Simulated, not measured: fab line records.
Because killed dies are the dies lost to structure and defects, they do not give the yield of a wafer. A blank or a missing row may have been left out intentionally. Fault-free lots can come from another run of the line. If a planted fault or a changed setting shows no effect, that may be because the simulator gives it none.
Which tool is to blame? :: flow n5 finfet :: Sampling: 24 lots, 72 wafers, 3 of 1938 route steps

## WHAT EACH GAUGE READ, for each wafer
N5_BEOL_M11_CD_MEAS_18: pitch 140 nm, target cd 70 nm. Usual: cd nm 69.7 nm, standard deviation 0.49.
lot: L074
measured: day 11 14:36
on: cd sem-02
cd nm (nm): 69.7 69.9 70.5
flag: 

lot: L075
measured: day 11 23:22
on: cd sem-01
cd nm (nm): 70.3 70.5 69.8
flag: 

lot: L077
measured: day 12 05:50
on: cd sem-03
cd nm (nm): 70.5 70.4 70.7
flag: 

lot: L076
measured: day 12 22:43
on: cd sem-02
cd nm (nm): 70.0 70.2 69.7
flag: 

lot: L078
measured: day 12 22:58
on: cd sem-01
cd nm (nm): 69.0 70.1 69.1
flag: 

lot: L079
measured: day 13 04:57
on: cd sem-03
cd nm (nm): 69.2 69.7 69.7
flag: 

lot: L080
measured: day 13 05:07
on: cd sem-03
cd nm (nm): 69.2 69.2 69.2
flag: 

lot: L081
measured: day 13 14:44
on: cd sem-01
cd nm (nm): 69.2 69.2 69.5
flag: 

lot: L082
measured: day 14 00:48
on: cd sem-02
cd nm (nm): 70.0 70.2 69.2
flag: 

lot: L083
measured: day 14 01:57
on: cd sem-01
cd nm (nm): 70.0 69.5 69.7
flag: 

lot: L084
measured: day 14 08:29
on: cd sem-03
cd nm (nm): 69.2 69.3 69.9
flag: 

lot: L086
measured: day 14 09:26
on: cd sem-03
cd nm (nm): 70.2 70.1 70.5
flag: 

lot: L085
measured: day 14 20:55
on: cd sem-01
cd nm (nm): 70.3 69.9 69.7
flag: 

lot: L087
measured: day 14 23:52
on: cd sem-03
cd nm (nm): 69.6 70.1 70.3
flag: 

lot: L088
measured: day 15 06:17
on: cd sem-03
cd nm (nm): 69.5 69.7 70.4
flag: 

lot: L089
measured: day 15 06:32
on: cd sem-01
cd nm (nm): 70.1 70.5 70.3
flag: 

lot: L090
measured: day 15 13:37
on: cd sem-02
cd nm (nm): 69.2 69.7 69.9
flag: 

lot: L092
measured: day 16 04:20
on: cd sem-02
cd nm (nm): 69.6 69.8 69.7
flag: 

lot: L091
measured: day 16 04:29
on: cd sem-02
cd nm (nm): 69.8 70.3 70.3
flag: 

lot: L093
measured: day 16 09:32
on: cd sem-03
cd nm (nm): 69.0 69.3 69.3
flag: 

lot: L094
measured: day 16 13:34
on: cd sem-02
cd nm (nm): 68.7 69.1 69.4
flag: 

lot: L095
measured: day 16 20:36
on: cd sem-01
cd nm (nm): 68.9 68.9 68.7
flag: 

lot: L096
measured: day 17 15:49
on: cd sem-01
cd nm (nm): 69.9 69.4 70.4
flag: 

lot: L097
measured: day 17 21:07
on: cd sem-03
cd nm (nm): 69.6 69.5 69.1
flag: 

N5_BEOL_M11_OVL_MEAS_29. Usual: V10_OVL gives -0.4 nm (standard deviation 0.67).
lot: L074
measured: day 11 15:34
on: overlay-01
V10_OVL (nm): -0.8 0.4 0.9
flag: 

lot: L075
measured: day 12 01:25
on: overlay-01
V10_OVL (nm): -1.3 -1.5 -1.7
flag: 

lot: L077
measured: day 12 09:50
on: overlay-01
V10_OVL (nm): -0.2 0.4 1.1
flag: 

lot: L076
measured: day 13 00:28
on: overlay-01
V10_OVL (nm): -0.1 -0.1 0.8
flag: 

lot: L078
measured: day 13 00:38
on: overlay-01
V10_OVL (nm): -1.3 -1.3 0.5
flag: 

lot: L079
measured: day 13 07:22
on: overlay-01
V10_OVL (nm): 0.3 -0.3 -0.5
flag: 

lot: L080
measured: day 13 07:34
on: overlay-01
V10_OVL (nm): -0.8 -0.1 -0.3
flag: 

lot: L081
measured: day 13 17:34
on: overlay-01
V10_OVL (nm): -0.2 -1.2 -0.5
flag: 

lot: L082
measured: day 14 03:57
on: overlay-02
V10_OVL (nm): -0.4 -0.6 -0.1
flag: 

lot: L083
measured: day 14 04:07
on: overlay-02
V10_OVL (nm): -1.0 -0.8 -1.1
flag: 

lot: L084
measured: day 14 10:31
on: overlay-02
V10_OVL (nm): 0.3 1.0 1.1
flag: 

lot: L086
measured: day 14 10:21
on: overlay-02
V10_OVL (nm): -0.3 -1.2 0.0
flag: 

lot: L085
measured: day 14 22:14
on: overlay-02
V10_OVL (nm): -0.6 -0.6 -1.9
flag: 

lot: L087
measured: day 15 01:31
on: overlay-01
V10_OVL (nm): -0.3 -0.7 -0.8
flag: 

lot: L088
measured: day 15 07:37
on: overlay-02
V10_OVL (nm): -0.5 -0.7 -1.6
flag: 

lot: L089
measured: day 15 07:47
on: overlay-01
V10_OVL (nm): 0.1 0.2 -0.3
flag: 

lot: L090
measured: day 15 14:26
on: overlay-01
V10_OVL (nm): -0.3 -0.2 -0.2
flag: 

lot: L092
measured: day 16 07:32
on: overlay-01
V10_OVL (nm): -1.1 -0.7 -0.2
flag: 

lot: L091
measured: day 16 08:02
on: overlay-02
V10_OVL (nm): -0.9 -0.6 -0.5
flag: 

lot: L093
measured: day 16 10:45
on: overlay-02
V10_OVL (nm): 0.7 -0.2 0.9
flag: 

lot: L094
measured: day 16 14:58
on: overlay-01
V10_OVL (nm): -0.3 -1.6 -1.3
flag: 

lot: L095
measured: day 16 21:43
on: overlay-02
V10_OVL (nm): -1.0 0.1 -0.8
flag: 

lot: L096
measured: day 17 16:34
on: overlay-01
V10_OVL (nm): -0.1 -1.0 -0.7
flag: 

lot: L097
measured: day 17 22:31
on: overlay-01
V10_OVL (nm): -1.5 -0.6 -1.2
flag: 

N5_BEOL_M11_CD_MEAS_35 targets a cd of 70 nm. Usual: cd nm 69.7 nm, standard deviation 0.52.
lot: L074
measured: day 11 16:17
on: cd sem-03
cd nm (nm): 69.8 70.0 70.2
flag: 

lot: L075
measured: day 12 02:13
on: cd sem-02
cd nm (nm): 70.2 70.4 69.8
flag: 

lot: L077
measured: day 12 10:33
on: cd sem-03
cd nm (nm): 70.7 70.8 70.7
flag: 

lot: L076
measured: day 13 01:10
on: cd sem-03
cd nm (nm): 70.0 70.0 69.6
flag: 

lot: L078
measured: day 13 01:37
on: cd sem-01
cd nm (nm): 69.2 69.5 69.0
flag: 

lot: L079
measured: day 13 08:05
on: cd sem-01
cd nm (nm): 69.1 69.8 69.7
flag: 

lot: L080
measured: day 13 08:19
on: cd sem-01
cd nm (nm): 69.5 69.3 69.4
flag: 

lot: L081
measured: day 13 18:16
on: cd sem-01
cd nm (nm): 69.1 69.2 69.3
flag: 

lot: L082
measured: day 14 04:39
on: cd sem-01
cd nm (nm): 69.8 70.1 69.4
flag: 

lot: L083
measured: day 14 05:10
on: cd sem-03
cd nm (nm): 69.9 69.2 70.0
flag: 

lot: L084
measured: day 14 11:13
on: cd sem-01
cd nm (nm): 69.4 69.2 70.1
flag: 

lot: L086
measured: day 14 11:04
on: cd sem-01
cd nm (nm): 70.4 70.2 70.2
flag: 

lot: L085
measured: day 14 23:35
on: cd sem-03
cd nm (nm): 70.4 70.2 69.5
flag: 

lot: L087
measured: day 15 02:13
on: cd sem-01
cd nm (nm): 69.4 69.7 70.3
flag: 

lot: L088
measured: day 15 08:19
on: cd sem-01
cd nm (nm): 70.0 69.2 70.3
flag: 

lot: L089
measured: day 15 08:42
on: cd sem-03
cd nm (nm): 70.7 70.6 70.6
flag: 

lot: L090
measured: day 15 15:09
on: cd sem-03
cd nm (nm): 69.6 70.2 69.4
flag: 

lot: L092
measured: day 16 08:14
on: cd sem-01
cd nm (nm): 69.7 69.8 69.6
flag: 

lot: L091
measured: day 16 09:10
on: cd sem-03
cd nm (nm): 69.4 69.8 70.5
flag: 

lot: L093
measured: day 16 11:27
on: cd sem-01
cd nm (nm): 69.2 69.8 69.1
flag: 

lot: L094
measured: day 16 15:40
on: cd sem-01
cd nm (nm): 68.8 69.5 69.3
flag: 

lot: L095
measured: day 16 22:35
on: cd sem-03
cd nm (nm): 68.8 68.5 69.2
flag: 

lot: L096
measured: day 17 17:26
on: cd sem-02
cd nm (nm): 69.9 69.6 70.3
flag: 

lot: L097
measured: day 17 23:13
on: cd sem-01
cd nm (nm): 69.8 69.6 68.7
flag: 

## TOOL THAT RAN EACH LOT (tool first, then ch and the chambers of the sampled wafers, then the start)
The record holds no process step before these readings.

## WHAT THE TOOLS THEMSELVES READ (means of the sampled wafers that have a number; where no wafer has one, the mark that the record gives instead)
The record holds no such reading with a usual standard deviation.

## THE ANSWER, worked out from the rows above alone
Rule: take the mean of a lot's wafers that have a number; if it is more than 3 standard deviations from the usual mean, the lot is off. Also off: a lot with no number at a reading for which 4 or more lots have one. Any other lot the step has rows for is counted as sound. The gauges are gone through in route order, then the tools' own readings, and for those a lot's mean is taken as printed above. The first step at which some lot is off is used, and at that step the reading that is off furthest; a lot without a number counts as furthest.
None of the lots is off at any reading shown; this tells nothing.

## WHAT THE SIMULATOR PUT IN
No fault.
